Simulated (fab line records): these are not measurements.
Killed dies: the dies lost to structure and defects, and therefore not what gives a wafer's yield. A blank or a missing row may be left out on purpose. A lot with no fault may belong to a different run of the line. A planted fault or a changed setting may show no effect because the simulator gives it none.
Which tool did it? / flow n5 finfet / 8 lots, 24 wafers sampled, at 6 steps of a route of 1938

WHAT THE GAUGES SHOWED, per wafer
N5_BEOL_M4_RC_MEAS_101. Usual: DIBL_N 36.2 mV/V, standard deviation 1.4; DIBL_P 36.1 mV/V, standard deviation 1.5; IOFF_N 0.153 nA/um, standard deviation 0.02; IOFF_P 0.215 nA/um, standard deviation 0.03; ION_N 672 uA/um, standard deviation 8.6; ION_P 463 uA/um, standard deviation 6.8; SS_N 71.5 mV/dec, standard deviation 0.47; SS_P 73.3 mV/dec, standard deviation 0.57; VT_N 250.6 mV, standard deviation 2.4; VT_P -249 mV, standard deviation 3.2.
lot=L713; measured=day 8 01:47; on=prober-02; DIBL_N (mV/V)=34.2 36.8 33.5; DIBL_P (mV/V)=34.5 37.8 33.2; IOFF_N (nA/um)=0.138 0.194 0.126; IOFF_P (nA/um)=0.227 0.293 0.204; ION_N (uA/um)=667 698 671; ION_P (uA/um)=469 488 473; SS_N (mV/dec)=71.9 72.0 71.0; SS_P (mV/dec)=73.4 74.1 73.4; VT_N (mV)=252.3 244.4 253.8; VT_P (mV)=-246 -244 -246; flag=
lot=L722; measured=day 10 13:11; on=prober-02; DIBL_N (mV/V)=37.6 39.3 37.1; DIBL_P (mV/V)=38.4 39.5 37.7; IOFF_N (nA/um)=0.144 0.178 0.144; IOFF_P (nA/um)=0.228 0.256 0.224; ION_N (uA/um)=657 687 670; ION_P (uA/um)=461 476 468; SS_N (mV/dec)=71.7 71.7 71.6; SS_P (mV/dec)=73.7 74.3 72.9; VT_N (mV)=252.0 250.2 250.8; VT_P (mV)=-246 -246 -249; flag=
lot=L723; measured=day 10 20:20; on=prober-02; DIBL_N (mV/V)=36.3 38.6 38.7; DIBL_P (mV/V)=34.9 38.2 37.5; IOFF_N (nA/um)=0.144 0.206 0.192; IOFF_P (nA/um)=0.196 0.250 0.239; ION_N (uA/um)=677 688 672; ION_P (uA/um)=462 464 458; SS_N (mV/dec)=71.5 71.5 72.1; SS_P (mV/dec)=73.1 74.8 73.9; VT_N (mV)=253.0 247.2 248.8; VT_P (mV)=-252 -246 -248; flag=
lot=L725; measured=day 11 04:24; on=prober-02; DIBL_N (mV/V)=37.3 36.6 38.5; DIBL_P (mV/V)=38.1 36.3 38.9; IOFF_N (nA/um)=0.159 0.147 0.178; IOFF_P (nA/um)=0.210 0.189 0.222; ION_N (uA/um)=678 674 682; ION_P (uA/um)=461 458 457; SS_N (mV/dec)=71.6 70.8 71.1; SS_P (mV/dec)=73.9 73.4 74.0; VT_N (mV)=249.5 253.1 247.0; VT_P (mV)=-250 -251 -251; flag=
lot=L728; measured=day 12 05:56; on=prober-02; DIBL_N (mV/V)=34.3 35.7 32.6; DIBL_P (mV/V)=33.4 34.8 31.0; IOFF_N (nA/um)=0.122 0.139 0.103; IOFF_P (nA/um)=0.160 0.177 0.131; ION_N (uA/um)=657 666 656; ION_P (uA/um)=450 453 450; SS_N (mV/dec)=70.8 71.0 70.6; SS_P (mV/dec)=73.0 72.7 72.2; VT_N (mV)=254.2 251.7 255.1; VT_P (mV)=-257 -253 -259; flag=
lot=L729; measured=day 12 01:34; on=prober-01; DIBL_N (mV/V)=35.1 36.4 36.7; DIBL_P (mV/V)=35.4 36.6 36.7; IOFF_N (nA/um)=0.147 0.162 0.179; IOFF_P (nA/um)=0.227 0.255 0.257; ION_N (uA/um)=675 664 673; ION_P (uA/um)=465 462 465; SS_N (mV/dec)=71.9 71.5 72.6; SS_P (mV/dec)=73.4 74.4 73.9; VT_N (mV)=252.7 251.6 250.0; VT_P (mV)=-247 -245 -244; flag=
lot=L730; measured=day 12 12:50; on=prober-02; DIBL_N (mV/V)=34.2 36.0 34.9; DIBL_P (mV/V)=34.1 35.4 35.8; IOFF_N (nA/um)=0.130 0.149 0.148; IOFF_P (nA/um)=0.173 0.187 0.189; ION_N (uA/um)=667 670 682; ION_P (uA/um)=460 458 460; SS_N (mV/dec)=71.3 71.4 70.9; SS_P (mV/dec)=73.0 73.6 73.8; VT_N (mV)=253.5 250.4 249.9; VT_P (mV)=-253 -253 -252; flag=
lot=L735; measured=day 13 14:23; on=prober-01; DIBL_N (mV/V)=34.1 36.1 35.6; DIBL_P (mV/V)=35.2 37.2 36.6; IOFF_N (nA/um)=0.146 0.166 0.160; IOFF_P (nA/um)=0.200 0.217 0.213; ION_N (uA/um)=676 667 676; ION_P (uA/um)=467 462 461; SS_N (mV/dec)=70.4 71.7 71.5; SS_P (mV/dec)=73.2 73.4 73.7; VT_N (mV)=249.4 249.0 250.4; VT_P (mV)=-249 -247 -251; flag=

WHAT TOOL EACH LOT RAN ON (gives the tool, then ch and the chambers of the sampled wafers, and finally the start)
lot=L713; N5_HKMG_FIN_STRIP_69=plasma asher-01 ch 0,1, day 4 14:12; N5_GATE_CUT_VAPOR_ETCH_60=rie metal-03 ch 1, day 4 16:06; N5_GATE_CUT_ETCH_58=rie diel-06 ch 0,2,3, day 4 16:13; N5_GATE_CUT_COAT_27=litho track-01 ch 0, day 4 19:13; N5_GATE_CUT_ETCH_28=rie diel-05 ch 0,2,3, day 4 19:45
lot=L722; N5_HKMG_FIN_STRIP_69=plasma asher-02 ch 0,1, day 6 18:33; N5_GATE_CUT_VAPOR_ETCH_60=rie metal-03 ch 0,1, day 6 20:28; N5_GATE_CUT_ETCH_58=rie diel-06 ch 1,2, day 6 20:31; N5_GATE_CUT_COAT_27=litho track-03 ch 0, day 6 23:31; N5_GATE_CUT_ETCH_28=rie diel-06 ch 0,1,2, day 7 00:04
lot=L723; N5_HKMG_FIN_STRIP_69=plasma asher-02 ch 0,1, day 7 05:03; N5_GATE_CUT_VAPOR_ETCH_60=rie metal-01 ch 0,1, day 7 06:51; N5_GATE_CUT_ETCH_58=rie diel-06 ch 0,3, day 7 06:55; N5_GATE_CUT_COAT_27=litho track-04 ch 0, day 7 09:54; N5_GATE_CUT_ETCH_28=rie diel-06 ch 1,3, day 7 10:25
lot=L725; N5_HKMG_FIN_STRIP_69=plasma asher-02 ch 0,1, day 7 15:58; N5_GATE_CUT_VAPOR_ETCH_60=rie metal-02 ch 0,1, day 7 17:52; N5_GATE_CUT_ETCH_58=rie diel-05 ch 0,2,3, day 7 17:55; N5_GATE_CUT_COAT_27=litho track-03 ch 0, day 7 20:55; N5_GATE_CUT_ETCH_28=rie diel-01 ch 0,1,2, day 7 21:20
lot=L728; N5_HKMG_FIN_STRIP_69=plasma asher-01 ch 0,1, day 8 07:04; N5_GATE_CUT_VAPOR_ETCH_60=rie metal-03 ch 0,1, day 8 08:56; N5_GATE_CUT_ETCH_58=rie diel-06 ch 0,2,3, day 8 08:59; N5_GATE_CUT_COAT_27=litho track-04 ch 0, day 8 11:58; N5_GATE_CUT_ETCH_28=rie diel-05 ch 2,3, day 8 12:23
lot=L729; N5_HKMG_FIN_STRIP_69=plasma asher-02 ch 0,1, day 8 10:50; N5_GATE_CUT_VAPOR_ETCH_60=rie metal-01 ch 0,1, day 8 12:44; N5_GATE_CUT_ETCH_58=rie diel-05 ch 1,2,3, day 8 12:47; N5_GATE_CUT_COAT_27=litho track-04 ch 0, day 8 17:29; N5_GATE_CUT_ETCH_28=rie diel-05 ch 0,1,3, day 8 18:04
lot=L730; N5_HKMG_FIN_STRIP_69=plasma asher-02 ch 0,1, day 8 17:29; N5_GATE_CUT_VAPOR_ETCH_60=rie metal-03 ch 0,1, day 8 19:23; N5_GATE_CUT_ETCH_58=rie diel-01 ch 1,3, day 8 19:26; N5_GATE_CUT_COAT_27=litho track-04 ch 0, day 8 23:22; N5_GATE_CUT_ETCH_28=rie diel-01 ch 2,3, day 9 00:01
lot=L735; N5_HKMG_FIN_STRIP_69=plasma asher-02 ch 0,1, day 10 06:14; N5_GATE_CUT_VAPOR_ETCH_60=rie metal-02 ch 0, day 10 08:42; N5_GATE_CUT_ETCH_58=rie diel-01 ch 0,2,3, day 10 08:46; N5_GATE_CUT_COAT_27=litho track-03 ch 0, day 10 11:46; N5_GATE_CUT_ETCH_28=rie diel-05 ch 0,2,3, day 10 12:26
- N5_HKMG_FIN_STRIP_69: strips in N2/H2, time 360 s.
- N5_GATE_CUT_VAPOR_ETCH_60: etches HfO2 in BCl3/Cl2.
- N5_GATE_CUT_ETCH_58: etches SiNx in CH3F/O2, target depth 17 nm, time 128.6 s.
- N5_GATE_CUT_COAT_27: time 60 s, resist thk 10 nm.
- N5_GATE_CUT_ETCH_28: etches underlayer in N2/H2, target depth 13 nm, time 10.4 s.

WHAT THE TOOLS THEMSELVES READ (means of the sampled wafers that have a number; where no wafer has one, the mark that the record gives instead)
N5_HKMG_FIN_STRIP_69. Usual: drypump motor current A 6.18 A, standard deviation 0.28; heater power w 458 W, standard deviation 25; temp c 300.00 C, standard deviation 0.21.
lot=L713; tool=plasma asher-01; drypump motor current A (A)=6.56; heater power w (W)=428; temp c (C)=300.01; flag=
lot=L722; tool=plasma asher-02; drypump motor current A (A)=6.06; heater power w (W)=470; temp c (C)=300.26; flag=
lot=L723; tool=plasma asher-02; drypump motor current A (A)=6.01; heater power w (W)=467; temp c (C)=300.18; flag=
lot=L725; tool=plasma asher-02; drypump motor current A (A)=6.03; heater power w (W)=471; temp c (C)=299.99; flag=
lot=L728; tool=plasma asher-01; drypump motor current A (A)=6.59; heater power w (W)=428; temp c (C)=300.16; flag=
lot=L729; tool=plasma asher-02; drypump motor current A (A)=6.00; heater power w (W)=467; temp c (C)=299.77; flag=
lot=L730; tool=plasma asher-02; drypump motor current A (A)=6.07; heater power w (W)=478; temp c (C)=299.83; flag=
lot=L735; tool=plasma asher-02; drypump motor current A (A)=6.09; heater power w (W)=473; temp c (C)=300.20; flag=

N5_GATE_CUT_VAPOR_ETCH_60. Usual: drypump motor current A 5.2 A, standard deviation 0.61; oes product au 0.78 a.u., standard deviation 0.051.
lot=L713; tool=rie metal-03; drypump motor current A (A)=4.7; oes product au (a.u.)=0.83; flag=
lot=L722; tool=rie metal-03; drypump motor current A (A)=4.7; oes product au (a.u.)=0.80; flag=
lot=L723; tool=rie metal-01; drypump motor current A (A)=5.6; oes product au (a.u.)=0.75; flag=
lot=L725; tool=rie metal-02; drypump motor current A (A)=6.0; oes product au (a.u.)=0.79; flag=
lot=L728; tool=rie metal-03; drypump motor current A (A)=4.8; oes product au (a.u.)=0.78; flag=
lot=L729; tool=rie metal-01; drypump motor current A (A)=5.6; oes product au (a.u.)=0.74; flag=
lot=L730; tool=rie metal-03; drypump motor current A (A)=4.7; oes product au (a.u.)=0.79; flag=
lot=L735; tool=rie metal-02; drypump motor current A (A)=6.4; oes product au (a.u.)=0.82; flag=

N5_GATE_CUT_ETCH_58. Usual: for chamber pressure mTorr, 29.998 mTorr with a standard deviation of 0.026; for drypump motor current A, 5.8 A with a standard deviation of 0.34; for oes product au, 0.78 a.u. with a standard deviation of 0.08; for rf fwd power W, 413.3 W with a standard deviation of 1.4; for rf vpp V, 99.0 V with a standard deviation of 0.98; for showerhead plenum p Torr, 1.99 Torr with a standard deviation of 0.071; for throttle valve pct, 16.38 % with a standard deviation of 0.25.
lot=L713; tool=rie diel-06; chamber pressure mTorr (mTorr)=30.018; drypump motor current A (A)=5.9; oes product au (a.u.)=0.73; rf fwd power W (W)=413.7; rf vpp V (V)=98.8; showerhead plenum p Torr (Torr)=1.96; throttle valve pct (%)=16.38; flag=
lot=L722; tool=rie diel-06; chamber pressure mTorr (mTorr)=29.976; drypump motor current A (A)=6.2; oes product au (a.u.)=0.85; rf fwd power W (W)=413.2; rf vpp V (V)=99.8; showerhead plenum p Torr (Torr)=2.08; throttle valve pct (%)=16.28; flag=
lot=L723; tool=rie diel-06; chamber pressure mTorr (mTorr)=29.998; drypump motor current A (A)=5.9; oes product au (a.u.)=0.92; rf fwd power W (W)=413.0; rf vpp V (V)=99.0; showerhead plenum p Torr (Torr)=1.95; throttle valve pct (%)=16.08; flag=
lot=L725; tool=rie diel-05; chamber pressure mTorr (mTorr)=30.007; drypump motor current A (A)=5.9; oes product au (a.u.)=0.75; rf fwd power W (W)=412.5; rf vpp V (V)=98.0; showerhead plenum p Torr (Torr)=1.92; throttle valve pct (%)=16.46; flag=
lot=L728; tool=rie diel-06; chamber pressure mTorr (mTorr)=30.006; drypump motor current A (A)=5.9; oes product au (a.u.)=0.81; rf fwd power W (W)=413.5; rf vpp V (V)=98.4; showerhead plenum p Torr (Torr)=1.95; throttle valve pct (%)=16.27; flag=
lot=L729; tool=rie diel-05; chamber pressure mTorr (mTorr)=29.974; drypump motor current A (A)=5.9; oes product au (a.u.)=0.71; rf fwd power W (W)=412.9; rf vpp V (V)=98.9; showerhead plenum p Torr (Torr)=1.96; throttle valve pct (%)=16.62; flag=
lot=L730; tool=rie diel-01; chamber pressure mTorr (mTorr)=30.006; drypump motor current A (A)=5.5; oes product au (a.u.)=0.72; rf fwd power W (W)=412.7; rf vpp V (V)=99.2; showerhead plenum p Torr (Torr)=2.00; throttle valve pct (%)=16.45; flag=
lot=L735; tool=rie diel-01; chamber pressure mTorr (mTorr)=29.976; drypump motor current A (A)=5.6; oes product au (a.u.)=0.75; rf fwd power W (W)=413.4; rf vpp V (V)=98.8; showerhead plenum p Torr (Torr)=1.97; throttle valve pct (%)=16.45; flag=

N5_GATE_CUT_COAT_27. Usual: dispense pressure kPa 50 kPa, standard deviation 4.2; spin speed rpm 1500.1 rpm, standard deviation 1.
lot=L713; tool=litho track-01; dispense pressure kPa (kPa)=57; spin speed rpm (rpm)=1499.9; flag=
lot=L722; tool=litho track-03; dispense pressure kPa (kPa)=50; spin speed rpm (rpm)=1500.1; flag=
lot=L723; tool=litho track-04; dispense pressure kPa (kPa)=46; spin speed rpm (rpm)=1499.3; flag=
lot=L725; tool=litho track-03; dispense pressure kPa (kPa)=50; spin speed rpm (rpm)=1499.7; flag=
lot=L728; tool=litho track-04; dispense pressure kPa (kPa)=46; spin speed rpm (rpm)=1501.1; flag=
lot=L729; tool=litho track-04; dispense pressure kPa (kPa)=46; spin speed rpm (rpm)=1672.2; flag=OFF
lot=L730; tool=litho track-04; dispense pressure kPa (kPa)=46; spin speed rpm (rpm)=1673.3; flag=OFF
lot=L735; tool=litho track-03; dispense pressure kPa (kPa)=50; spin speed rpm (rpm)=1500.8; flag=

N5_GATE_CUT_ETCH_28. Usual: chamber pressure mTorr 29.999 mTorr, standard deviation 0.028; drypump motor current A 5.8 A, standard deviation 0.37; etch rf on time s 10.43 s, standard deviation 0.13; oes product au 0.67 a.u., standard deviation 0.074; rf fwd power W 819.0 W, standard deviation 2.8; rf vpp V 523.3 V, standard deviation 2.7; showerhead plenum p Torr 2.53 Torr, standard deviation 0.094; throttle valve pct 17.91 %, standard deviation 0.25.
lot=L713; tool=rie diel-05; chamber pressure mTorr (mTorr)=30.025; drypump motor current A (A)=5.8; etch rf on time s (s)=10.46; oes product au (a.u.)=0.66; rf fwd power W (W)=820.3; rf vpp V (V)=520.9; showerhead plenum p Torr (Torr)=2.45; throttle valve pct (%)=17.96; flag=
lot=L722; tool=rie diel-06; chamber pressure mTorr (mTorr)=29.984; drypump motor current A (A)=6.0; etch rf on time s (s)=10.42; oes product au (a.u.)=0.69; rf fwd power W (W)=818.6; rf vpp V (V)=523.8; showerhead plenum p Torr (Torr)=2.56; throttle valve pct (%)=17.85; flag=
lot=L723; tool=rie diel-06; chamber pressure mTorr (mTorr)=30.006; drypump motor current A (A)=6.1; etch rf on time s (s)=10.19; oes product au (a.u.)=0.82; rf fwd power W (W)=820.1; rf vpp V (V)=524.4; showerhead plenum p Torr (Torr)=2.57; throttle valve pct (%)=17.76; flag=
lot=L725; tool=rie diel-01; chamber pressure mTorr (mTorr)=29.995; drypump motor current A (A)=5.6; etch rf on time s (s)=10.37; oes product au (a.u.)=0.66; rf fwd power W (W)=821.0; rf vpp V (V)=525.0; showerhead plenum p Torr (Torr)=2.57; throttle valve pct (%)=17.94; flag=
lot=L728; tool=rie diel-05; chamber pressure mTorr (mTorr)=29.976; drypump motor current A (A)=6.0; etch rf on time s (s)=10.66; oes product au (a.u.)=0.58; rf fwd power W (W)=820.1; rf vpp V (V)=520.8; showerhead plenum p Torr (Torr)=2.41; throttle valve pct (%)=18.26; flag=
lot=L729; tool=rie diel-05; chamber pressure mTorr (mTorr)=30.003; drypump motor current A (A)=5.8; etch rf on time s (s)=9.99; oes product au (a.u.)=0.65; rf fwd power W (W)=816.9; rf vpp V (V)=522.6; showerhead plenum p Torr (Torr)=2.52; throttle valve pct (%)=17.91; flag=OFF
lot=L730; tool=rie diel-01; chamber pressure mTorr (mTorr)=29.997; drypump motor current A (A)=5.9; etch rf on time s (s)=9.89; oes product au (a.u.)=0.66; rf fwd power W (W)=819.8; rf vpp V (V)=522.4; showerhead plenum p Torr (Torr)=2.51; throttle valve pct (%)=18.00; flag=OFF
lot=L735; tool=rie diel-05; chamber pressure mTorr (mTorr)=30.003; drypump motor current A (A)=5.8; etch rf on time s (s)=10.45; oes product au (a.u.)=0.63; rf fwd power W (W)=820.1; rf vpp V (V)=519.9; showerhead plenum p Torr (Torr)=2.43; throttle valve pct (%)=18.03; flag=

THE ANSWER, worked out from the rows above alone
Rule: a lot counts as off when the mean over its wafers that have a number is more than 3 standard deviations away from the usual mean. A lot without any number at a reading at which 4 lots or more have one is off too. All remaining lots with rows at the step are treated as sound. First the gauges in route order, then the tools' own readings, where a lot's mean is used as printed above. At the first step where some lot is off, the reading lying furthest off is the one used; lots without a number count as furthest.
Off, at N5_GATE_CUT_COAT_27 on spin speed rpm: L729, L730.
If a tool, at that step or one of the process steps before it, ran each lot that is off and ran no sound lot following the first of them, it fits. One candidate fits, namely litho track-04 at N5_GATE_CUT_COAT_27. A fault onset in the window from L728 (day 8 11:58, its last sound lot) to L729 (day 8 17:29, its first lot off) fits.
On the lots that are off, the tool's own readings at N5_GATE_CUT_COAT_27 differ by more than 5 times the standard deviation of the sound lots' means, which bears it out; spin speed rpm reads 1672.8 rpm there versus 1500.2 rpm on the sound lots.

WHAT THE SIMULATOR HAD INSERTED
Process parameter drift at N5_GATE_CUT_COAT_27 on litho track-04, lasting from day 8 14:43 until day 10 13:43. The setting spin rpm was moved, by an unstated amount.
Lots struck among those shown: L729, L730. This agrees with what the rule above found.
